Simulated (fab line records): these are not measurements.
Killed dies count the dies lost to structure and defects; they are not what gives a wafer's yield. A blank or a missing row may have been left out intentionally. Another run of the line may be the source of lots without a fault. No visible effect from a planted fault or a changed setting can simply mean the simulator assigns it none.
Split-lot trial / flow n5 finfet / route with 1938 steps; 7 lots, 21 wafers read

## SPLIT DETAILS
At N5_BEOL_M1_COAT_67 (time 60 s, resist thk 60 nm), the setting spin rpm was moved away from the recipe's 1500 rpm on 4 of the 21 wafers read, by -9.7% to +3.5%. All remaining wafers had this setting at the recipe value.

The reading is taken at the split's own step.

## THE READING
SOC_of_BEOL_M1_COAT_67.thk nm (the simulator's own value, which no gauge read), in nm, at N5_BEOL_M1_COAT_67 (time 60 s, resist thk 60 nm). The file does not state a usual value for it. Average 60.1 nm, standard deviation 0.14 nm, over the 17 wafers here run with the recipe.

wafer=L074.2; tool, chamber at the split=litho track-01, 0; spin rpm as run, rpm=1500; against the recipe=recipe; SOC_of_BEOL_M1_COAT_67.thk nm, nm=60.2; against lot-mates on the recipe=-
wafer=L074.3; tool, chamber at the split=litho track-01, 0; spin rpm as run, rpm=1500; against the recipe=recipe; SOC_of_BEOL_M1_COAT_67.thk nm, nm=60.2; against lot-mates on the recipe=-
wafer=L074.6; tool, chamber at the split=litho track-01, 0; spin rpm as run, rpm=1500; against the recipe=recipe; SOC_of_BEOL_M1_COAT_67.thk nm, nm=60.2; against lot-mates on the recipe=-
wafer=L078.4; tool, chamber at the split=litho track-02, 0; spin rpm as run, rpm=1500; against the recipe=recipe; SOC_of_BEOL_M1_COAT_67.thk nm, nm=60.2; against lot-mates on the recipe=-
wafer=L078.5; tool, chamber at the split=litho track-02, 0; spin rpm as run, rpm=1500; against the recipe=recipe; SOC_of_BEOL_M1_COAT_67.thk nm, nm=60.2; against lot-mates on the recipe=-
wafer=L078.6; tool, chamber at the split=litho track-02, 0; spin rpm as run, rpm=1500; against the recipe=recipe; SOC_of_BEOL_M1_COAT_67.thk nm, nm=60.2; against lot-mates on the recipe=-
wafer=L080.1; tool, chamber at the split=litho track-02, 0; spin rpm as run, rpm=1500; against the recipe=recipe; SOC_of_BEOL_M1_COAT_67.thk nm, nm=60; against lot-mates on the recipe=-
wafer=L080.5; tool, chamber at the split=litho track-02, 0; spin rpm as run, rpm=1500; against the recipe=recipe; SOC_of_BEOL_M1_COAT_67.thk nm, nm=60.2; against lot-mates on the recipe=-
wafer=L080.6; tool, chamber at the split=litho track-02, 0; spin rpm as run, rpm=1500; against the recipe=recipe; SOC_of_BEOL_M1_COAT_67.thk nm, nm=60.2; against lot-mates on the recipe=-
wafer=L081.3; tool, chamber at the split=litho track-05, 0; spin rpm as run, rpm=1500; against the recipe=recipe; SOC_of_BEOL_M1_COAT_67.thk nm, nm=60; against lot-mates on the recipe=-
wafer=L081.4; tool, chamber at the split=litho track-05, 0; spin rpm as run, rpm=1354; against the recipe=-9.7%; SOC_of_BEOL_M1_COAT_67.thk nm, nm=63.2; against lot-mates on the recipe=+3.2
wafer=L081.5; tool, chamber at the split=litho track-05, 0; spin rpm as run, rpm=1354; against the recipe=-9.7%; SOC_of_BEOL_M1_COAT_67.thk nm, nm=63; against lot-mates on the recipe=+3.0
wafer=L089.2; tool, chamber at the split=litho track-01, 0; spin rpm as run, rpm=1500; against the recipe=recipe; SOC_of_BEOL_M1_COAT_67.thk nm, nm=60.2; against lot-mates on the recipe=-
wafer=L089.5; tool, chamber at the split=litho track-01, 0; spin rpm as run, rpm=1500; against the recipe=recipe; SOC_of_BEOL_M1_COAT_67.thk nm, nm=60.2; against lot-mates on the recipe=-
wafer=L089.4; tool, chamber at the split=litho track-01, 0; spin rpm as run, rpm=1553; against the recipe=+3.5%; SOC_of_BEOL_M1_COAT_67.thk nm, nm=58.8; against lot-mates on the recipe=-1.4
wafer=L092.1; tool, chamber at the split=litho track-05, 0; spin rpm as run, rpm=1500; against the recipe=recipe; SOC_of_BEOL_M1_COAT_67.thk nm, nm=60; against lot-mates on the recipe=-
wafer=L092.3; tool, chamber at the split=litho track-05, 0; spin rpm as run, rpm=1500; against the recipe=recipe; SOC_of_BEOL_M1_COAT_67.thk nm, nm=60; against lot-mates on the recipe=-
wafer=L092.5; tool, chamber at the split=litho track-05, 0; spin rpm as run, rpm=1393; against the recipe=-7.1%; SOC_of_BEOL_M1_COAT_67.thk nm, nm=62.4; against lot-mates on the recipe=+2.4
wafer=L095.1; tool, chamber at the split=litho track-01, 0; spin rpm as run, rpm=1500; against the recipe=recipe; SOC_of_BEOL_M1_COAT_67.thk nm, nm=60; against lot-mates on the recipe=-
wafer=L095.2; tool, chamber at the split=litho track-01, 0; spin rpm as run, rpm=1500; against the recipe=recipe; SOC_of_BEOL_M1_COAT_67.thk nm, nm=59.8; against lot-mates on the recipe=-
wafer=L095.3; tool, chamber at the split=litho track-01, 0; spin rpm as run, rpm=1500; against the recipe=recipe; SOC_of_BEOL_M1_COAT_67.thk nm, nm=59.8; against lot-mates on the recipe=-

THE FIT
A straight line over all 21 wafers: SOC_of_BEOL_M1_COAT_67.thk nm changes by -0.316 nm for each +1% of spin rpm; r = -0.99; the points scatter about the line by 0.14 nm.
The same after taking each lot's own level away (the mean of its wafers on the recipe; 21 wafers): -0.327 nm for each +1%; r = -1.00; scatter 0.088 nm.
On that fit, the largest move of spin rpm shifts the reading by 3.2 nm.
The span of the lots' own levels, 59.87 to 60.20 nm, comes to 2.4 times the standard deviation stated above.
Hence the lot-to-lot level has little effect on the slope; both slopes agree.
Check: with one of the wafers moved furthest among these (-9.7%) left out of the fit, the line predicts +3.15 nm for it against its lot-mates. Against them it came out at +3.2 nm.

## ADDITIONAL SPLITS CARRIED BY THESE WAFERS
Note: prior to the reading, these wafers also went through further splits. Each is held against what the fit with the lots' levels taken away leaves over:
other split on the same wafers=N5_GATE_CUT_ETCH_36 cf4 flow sccm; wafers away from the commonest value=5; r with SOC_of_BEOL_M1_COAT_67.thk nm (lot level and that fit taken away)=+0.26
other split on the same wafers=N5_MOL_CONTACT_COAG_ETCH_91 source w; wafers away from the commonest value=6; r with SOC_of_BEOL_M1_COAT_67.thk nm (lot level and that fit taken away)=+0.17
other split on the same wafers=N5_MOL_CONTACT_COAG_VIA_ETCH_46 bias w; wafers away from the commonest value=7; r with SOC_of_BEOL_M1_COAT_67.thk nm (lot level and that fit taken away)=-0.12
other split on the same wafers=N5_BEOL_M0_SAQP_PECVD_97 time s; wafers away from the commonest value=8; r with SOC_of_BEOL_M1_COAT_67.thk nm (lot level and that fit taken away)=-0.01
other split on the same wafers=N5_BEOL_M0_SAQP_COAT_81 spin rpm; wafers away from the commonest value=7; r with SOC_of_BEOL_M1_COAT_67.thk nm (lot level and that fit taken away)=-0.17
other split on the same wafers=N5_BEOL_M0_SAQP_SPACER1_ALD_98 temp c; wafers away from the commonest value=6; r with SOC_of_BEOL_M1_COAT_67.thk nm (lot level and that fit taken away)=-0.13
other split on the same wafers=N5_BEOL_M0_SAQP_ETCH_106 target depth a; wafers away from the commonest value=8; r with SOC_of_BEOL_M1_COAT_67.thk nm (lot level and that fit taken away)=-0.02
other split on the same wafers=N5_BEOL_M0_DEP_125 time s; wafers away from the commonest value=6; r with SOC_of_BEOL_M1_COAT_67.thk nm (lot level and that fit taken away)=+0.26

## THE FILE'S OWN FIT
SOC_of_BEOL_M1_COAT_67.thk nm changes by -0.33 nm for each +1% of spin rpm, r = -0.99.
